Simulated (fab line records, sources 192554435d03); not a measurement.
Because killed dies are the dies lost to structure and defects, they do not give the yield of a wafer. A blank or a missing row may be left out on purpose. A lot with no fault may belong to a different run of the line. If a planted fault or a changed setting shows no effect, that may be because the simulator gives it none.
Which tool is to blame? + flow n5 finfet + Sampling: 10 lots, 30 wafers, 6 of 1938 route steps

## WHAT THE GAUGES SHOWED, per wafer
N5_START_INSPECT_01: inspects for defects (unpatterned scan).
| lot  | measured    | on                | raw defect count |
|------|-------------|-------------------|------------------|
| L737 | day 1 12:02 | defect inspect-02 | 3 6 5            |
| L741 | day 2 12:02 | defect inspect-01 | 9 5 2            |
| L742 | day 2 18:02 | defect inspect-01 | 6 8 6            |
| L744 | day 3 06:02 | defect inspect-01 | 16 4 6           |
| L747 | day 4 00:02 | defect inspect-01 | 2 5 3            |
| L748 | day 4 06:02 | defect inspect-02 | 5 8 3            |
| L755 | day 6 00:02 | defect inspect-01 | 7 5 9            |
| L756 | day 6 06:02 | defect inspect-01 | 0 2 2            |
| L758 | day 6 18:02 | defect inspect-02 | 10 10 3          |
| L759 | day 7 00:02 | defect inspect-01 | 11 7 7           |

N5_WELL_APT_CD_MEAS_08 targets a cd of 200 nm.
| lot  | measured    | on        | cd nm (nm)        |
|------|-------------|-----------|-------------------|
| L737 | day 1 13:49 | cd sem-02 | 200.2 199.9 198.4 |
| L741 | day 2 13:44 | cd sem-02 | 200.1 200.8 199.1 |
| L742 | day 2 20:14 | cd sem-01 | 196.2 198.7 198.4 |
| L744 | day 3 08:01 | cd sem-03 | 199.0 198.7 201.8 |
| L747 | day 4 01:51 | cd sem-03 | - - -             |
| L748 | day 4 07:34 | cd sem-02 | - - -             |
| L755 | day 6 02:03 | cd sem-03 | 198.4 198.7 196.1 |
| L756 | day 6 07:49 | cd sem-03 | 197.7 199.4 198.9 |
| L758 | day 6 19:52 | cd sem-01 | 199.7 200.2 202.0 |
| L759 | day 7 01:49 | cd sem-03 | 200.1 198.7 200.5 |

N5_BEOL_M4_RC_MEAS_101.
| lot  | measured     | on        | DIBL_N (mV/V)  | DIBL_P (mV/V)  | IOFF_N (nA/um) | IOFF_P (nA/um) | ION_N (uA/um) | ION_P (uA/um) | SS_N (mV/dec)  | SS_P (mV/dec)  | VT_N (mV)   | VT_P (mV)      |
|------|--------------|-----------|----------------|----------------|----------------|----------------|---------------|---------------|----------------|----------------|-------------|----------------|
| L737 | day 7 19:36  | prober-01 | 34.5 34.9 33.1 | 32.9 34.7 31.6 | 0.12 0.14 0.10 | 0.18 0.21 0.16 | 675 687 660   | 460 476 457   | 70.9 71.1 70.9 | 72.8 73.2 72.6 | 253 248 257 | -251 -250 -252 |
| L741 | day 9 01:49  | prober-02 | 38.4 35.4 36.1 | 38.6 36.4 35.7 | 0.18 0.14 0.14 | 0.23 0.21 0.20 | 680 681 662   | 461 466 459   | 72.2 71.0 72.2 | 74.0 73.9 73.5 | 251 251 252 | -250 -249 -251 |
| L742 | day 10 03:57 | prober-02 | 37.9 39.7 38.8 | 37.8 40.0 38.7 | 0.16 0.20 0.17 | 0.27 0.30 0.26 | 674 681 670   | 467 472 460   | 72.4 72.3 71.8 | 73.1 74.3 73.7 | 247 249 249 | -245 -244 -246 |
| L744 | day 10 11:35 | prober-02 | 38.5 36.0 36.5 | 39.7 35.4 36.6 | 0.21 0.16 0.16 | 0.28 0.20 0.22 | 699 676 683   | 476 465 466   | 71.8 70.9 71.2 | 74.3 72.7 73.5 | 246 249 249 | -244 -248 -249 |
| L755 | day 13 00:33 | prober-01 | 32.7 39.9 33.9 | 31.2 39.2 34.2 | 0.11 0.23 0.12 | 0.13 0.24 0.17 | 666 682 661   | 450 460 460   | 69.8 72.1 70.7 | 72.5 74.5 72.8 | 256 249 256 | -258 -251 -254 |
| L756 | day 13 10:12 | prober-01 | 34.7 34.3 37.2 | 37.2 35.7 39.5 | 0.13 0.13 0.18 | 0.22 0.21 0.26 | 663 666 687   | 463 461 471   | 71.5 70.9 72.2 | 73.4 73.4 73.7 | 254 254 249 | -249 -249 -247 |
| L758 | day 14 04:26 | prober-02 | 35.2 36.2 34.5 | 34.6 36.1 34.0 | 0.12 0.15 0.12 | 0.16 0.17 0.15 | 662 679 659   | 454 458 451   | 71.2 71.1 71.2 | 72.1 73.1 72.1 | 253 247 253 | -255 -254 -256 |
| L759 | day 14 12:44 | prober-02 | 36.1 35.7 38.8 | 34.6 35.6 38.9 | 0.13 0.14 0.19 | 0.18 0.19 0.25 | 657 662 676   | 454 455 463   | 71.0 71.3 71.8 | 72.7 73.0 73.1 | 252 252 246 | -253 -253 -247 |

## WHAT TOOL EACH LOT RAN ON (gives the tool, then ch and the chambers of the sampled wafers, and finally the start)
| lot  | N5_WELL_APT_EXPOSE_05            | N5_FIN_SAQP_PECVD_06           | N5_FIN_SAQP_DESCUM_21             |
|------|----------------------------------|--------------------------------|-----------------------------------|
| L737 | krf scanner-01 ch 0, day 1 13:38 | pecvd-04 ch 0,1,2, day 1 21:58 | rie diel-01 ch 0,1,2, day 1 22:53 |
| L741 | krf scanner-01 ch 0, day 2 13:34 | pecvd-04 ch 0,1,2, day 2 20:50 | rie diel-06 ch 2,3, day 2 21:32   |
| L742 | krf scanner-02 ch 0, day 2 20:04 | pecvd-04 ch 0,2, day 3 03:30   | rie diel-01 ch 1,2, day 3 04:19   |
| L744 | krf scanner-02 ch 0, day 3 07:50 | pecvd-04 ch 0,1, day 3 15:36   | rie diel-02 ch 2,3, day 3 16:39   |
| L747 | krf scanner-01, day 4 01:41      | -                              | -                                 |
| L748 | krf scanner-01, day 4 07:25      | -                              | -                                 |
| L755 | krf scanner-01 ch 0, day 6 01:53 | pecvd-02 ch 0,2, day 6 09:01   | rie diel-01 ch 0,1, day 6 09:42   |
| L756 | krf scanner-02 ch 0, day 6 07:38 | pecvd-03 ch 0,2, day 6 15:31   | rie diel-06 ch 0,1,2, day 6 16:11 |
| L758 | krf scanner-01 ch 0, day 6 19:41 | pecvd-03 ch 0,2, day 7 05:04   | rie diel-01 ch 0,3, day 7 05:52   |
| L759 | krf scanner-02 ch 0, day 7 01:38 | pecvd-03 ch 1,2, day 7 11:08   | rie diel-06 ch 0,2, day 7 11:41   |
- N5_WELL_APT_EXPOSE_05: exposes mask NWELL, defocus 0 nm, target cd 200 nm.
- N5_FIN_SAQP_PECVD_06: deposits a-Si from SiH4/He, target thk 60 nm, time 48.1 s.
- N5_FIN_SAQP_DESCUM_21: chemistry O2, time 7.9 s.

## AS READ BY THE TOOLS THEMSELVES (means over the sampled wafers that have a number; for cases with no such wafer, the mark the record gives instead)
N5_WELL_APT_EXPOSE_05.
| lot  | tool           | exposure dose mJ cm2 | focus offset nm (nm) | stage vel mm s (mm/s) |
|------|----------------|----------------------|----------------------|-----------------------|
| L737 | krf scanner-01 | 20.279               | 0.2                  | 500.21                |
| L741 | krf scanner-01 | 20.301               | -0.1                 | 499.97                |
| L742 | krf scanner-02 | 20.279               | 0.2                  | 500.19                |
| L744 | krf scanner-02 | 20.283               | -0.2                 | 500.05                |
| L747 | krf scanner-01 | -                    | -                    | -                     |
| L748 | krf scanner-01 | -                    | -                    | -                     |
| L755 | krf scanner-01 | 20.298               | 0.8                  | 500.05                |
| L756 | krf scanner-02 | 20.258               | 0.1                  | 499.77                |
| L758 | krf scanner-01 | 20.274               | -0.1                 | 500.05                |
| L759 | krf scanner-02 | 20.279               | 0.2                  | 500.06                |

N5_FIN_SAQP_PECVD_06.
| lot  | tool     | heater power w (W) | showerhead plenum p Torr (Torr) | showerhead vpp V (V) | susceptor temp C (C) | throttle valve pct (%) |
|------|----------|--------------------|---------------------------------|----------------------|----------------------|------------------------|
| L737 | pecvd-04 | 753                | 5.64                            | 603                  | 399.83               | 17.6                   |
| L741 | pecvd-04 | 771                | 5.63                            | 600                  | 399.88               | 17.8                   |
| L742 | pecvd-04 | 706                | 5.60                            | 576                  | 399.96               | 16.8                   |
| L744 | pecvd-04 | 701                | 5.60                            | 591                  | 400.00               | 17.5                   |
| L755 | pecvd-02 | 799                | 5.66                            | 609                  | 400.03               | 17.0                   |
| L756 | pecvd-03 | 789                | 5.68                            | 630                  | 400.07               | 17.5                   |
| L758 | pecvd-03 | 829                | 5.67                            | 626                  | 400.30               | 17.5                   |
| L759 | pecvd-03 | 788                | 5.72                            | 627                  | 400.03               | 17.4                   |

N5_FIN_SAQP_DESCUM_21.
| lot  | tool        | bias power w (W) | drypump motor current A (A) | oes product au (a.u.) | rf vpp V (V) | showerhead plenum p Torr (Torr) | throttle valve pct (%) |
|------|-------------|------------------|-----------------------------|-----------------------|--------------|---------------------------------|------------------------|
| L737 | rie diel-01 | 20.02            | 5.7                         | 0.83                  | 243.0        | 2.13                            | 20.53                  |
| L741 | rie diel-06 | 20.01            | 5.4                         | 0.76                  | 243.4        | 2.11                            | 20.36                  |
| L742 | rie diel-01 | 19.96            | 5.7                         | 0.79                  | 244.4        | 2.13                            | 20.58                  |
| L744 | rie diel-02 | 19.93            | 5.2                         | 0.76                  | 244.2        | 2.13                            | 20.91                  |
| L755 | rie diel-01 | 20.00            | 5.7                         | 0.93                  | 242.6        | 2.13                            | 20.32                  |
| L756 | rie diel-06 | 19.96            | 5.2                         | 0.71                  | 244.0        | 2.13                            | 20.57                  |
| L758 | rie diel-01 | 20.03            | 5.7                         | 0.82                  | 243.8        | 2.10                            | 20.52                  |
| L759 | rie diel-06 | 20.00            | 5.1                         | 0.70                  | 244.3        | 2.16                            | 20.56                  |

## THE ANSWER, worked out from the rows above alone
Rule: what is usual is taken from the lots themselves. Put in order of their means at a reading, lots are off if they are a third of the lots or fewer, leave a main group of 4 or more, and stand apart from it by a gap of 3 or more times the standard deviation of the main group's means; of several such gaps the widest counts. Not used: any main group whose means are identical at the precision the tables above print for the reading. Also off: a lot with no number at a reading for which 4 or more lots have one. The other lots that the step has rows for count as sound. The gauges are gone through in route order, then the tools' own readings, and for those a lot's mean is taken as printed above. The first step at which some lot is off is used, and at that step the reading that is off furthest; a lot without a number counts as furthest.
Off, at N5_WELL_APT_CD_MEAS_08 on cd nm: L747, L748. Without a number there: L747, L748. The main group has a mean of 199.2 nm with a standard deviation of 1.
If a tool, at a process step before that reading, ran all the lots that are off and no sound lot after the first of them, it fits. The gauges at N5_WELL_APT_CD_MEAS_08 aren't tried: what is off there is off at N5_WELL_APT_EXPOSE_05 too, on other tools, and a gauge's error can't cause that. No candidate that was tried fits.

## WHAT THE SIMULATOR HAD PUT IN
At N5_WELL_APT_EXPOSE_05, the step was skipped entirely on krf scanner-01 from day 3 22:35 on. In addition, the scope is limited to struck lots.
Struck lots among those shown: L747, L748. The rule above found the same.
